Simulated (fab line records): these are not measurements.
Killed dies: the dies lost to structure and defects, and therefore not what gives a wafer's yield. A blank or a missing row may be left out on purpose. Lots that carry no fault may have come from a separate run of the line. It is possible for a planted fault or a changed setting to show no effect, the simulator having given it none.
What tool caused it?	flow nand harc	Sampling: 11 lots, 33 wafers, 4 of 1159 route steps

== WHAT THE GAUGES READ, wafer by wafer ==
NHARC_P_M0_INSPECT_27.
lot	measured	on	raw defect count
L365	day 5 21:22	defect inspect-02	315 226 237
L367	day 6 12:09	defect inspect-02	389 765 572
L368	day 6 17:03	defect inspect-01	256 583 409
L369	day 6 19:13	defect inspect-01	204 185 248
L371	day 7 11:02	defect inspect-01	271 534 382
L374	day 8 05:26	defect inspect-01	2589 220 267
L381	day 10 06:02	defect inspect-01	383 359 399
L382	day 10 10:34	defect inspect-01	325 256 263
L386	day 11 00:00	defect inspect-02	253 234 278
L388	day 11 14:58	defect inspect-01	230 296 328
L387	day 11 16:12	defect inspect-01	210 143 183

== WHAT TOOL EACH LOT RAN ON (gives the tool, then ch and the chambers of the sampled wafers, and finally the start) ==
lot	NHARC_P_M0_STRIP_18	NHARC_P_M0_PVD_21	NHARC_P_M0_CMP_23
L365	rie diel-07 ch 1,2,3, day 5 19:14	pvd sputter-02, day 5 20:54 or earlier	cmp-02 ch 0,2, day 5 20:54
L367	rie diel-09 ch 0,1,2, day 6 10:02	pvd sputter-03, day 6 11:41 or earlier	cmp-01 ch 0,2,3, day 6 11:41
L368	rie diel-13 ch 0,1,3, day 6 15:01	pvd sputter-01, day 6 16:37 or earlier	cmp-04 ch 0,2,3, day 6 16:37
L369	rie diel-13 ch 1,2,3, day 6 17:07	pvd sputter-02, day 6 18:44 or earlier	cmp-01 ch 0,1,2, day 6 18:44
L371	rie diel-09 ch 0,2,3, day 7 08:53	pvd sputter-02, day 7 10:35 or earlier	cmp-02 ch 0,3, day 7 10:35
L374	rie diel-09 ch 1,2,3, day 8 03:18	pvd sputter-03, day 8 04:58 or earlier	cmp-01 ch 0,1,2, day 8 04:58
L381	rie diel-09 ch 0,3, day 10 03:47	pvd sputter-03, day 10 05:37 or earlier	cmp-02 ch 0,1,3, day 10 05:37
L382	rie diel-07 ch 1,2,3, day 10 08:29	pvd sputter-02, day 10 10:05 or earlier	cmp-04 ch 0,3, day 10 10:05
L386	rie diel-09 ch 0,2,3, day 10 21:53	pvd sputter-01, day 10 23:34 or earlier	cmp-02 ch 0,2, day 10 23:34
L388	rie diel-09 ch 0,1,2, day 11 12:53	pvd sputter-01, day 11 14:29 or earlier	cmp-02 ch 0,1, day 11 14:29
L387	rie diel-09 ch 0,1,2, day 11 14:01	pvd sputter-01, day 11 15:43 or earlier	cmp-01 ch 2,3, day 11 15:43
- NHARC_P_M0_STRIP_18: strips in N2/H2.
- NHARC_P_M0_PVD_21: deposits Cu, target thk 30 nm, time 20.49 s.
- NHARC_P_M0_CMP_23: polishes, t overpolish 20 s, target thk 117.53 nm.

== THE ANSWER, worked out from the rows above alone ==
Rule: the lots themselves supply what counts as usual. The widest of any qualifying gaps counts: lots, ordered by their means at a reading, are off when they make up no more than a third of the lots, leave a main group of 4 or more, and stand apart from it by 3 or more times the standard deviation of that group's means. A main group whose means are all the same, to the digits that the tables above print for the reading, isn't used. A lot without any number at a reading at which 4 lots or more have one is off too. All remaining lots with rows at the step are treated as sound.
Off, at NHARC_P_M0_INSPECT_27 on raw defect count: L374. For the main group the mean is 324 and the standard deviation 1.1e+02.
If a tool, at a process step before that reading, ran all the lots that are off and no sound lot after the first of them, it fits. The gauges at NHARC_P_M0_INSPECT_27 are tried like those tools. With no start given for some of its lots, NHARC_P_M0_PVD_21 uses the hours and lot order of NHARC_P_M0_CMP_23. None of those tried fits.

== WHAT THE SIMULATOR HAD PUT IN ==
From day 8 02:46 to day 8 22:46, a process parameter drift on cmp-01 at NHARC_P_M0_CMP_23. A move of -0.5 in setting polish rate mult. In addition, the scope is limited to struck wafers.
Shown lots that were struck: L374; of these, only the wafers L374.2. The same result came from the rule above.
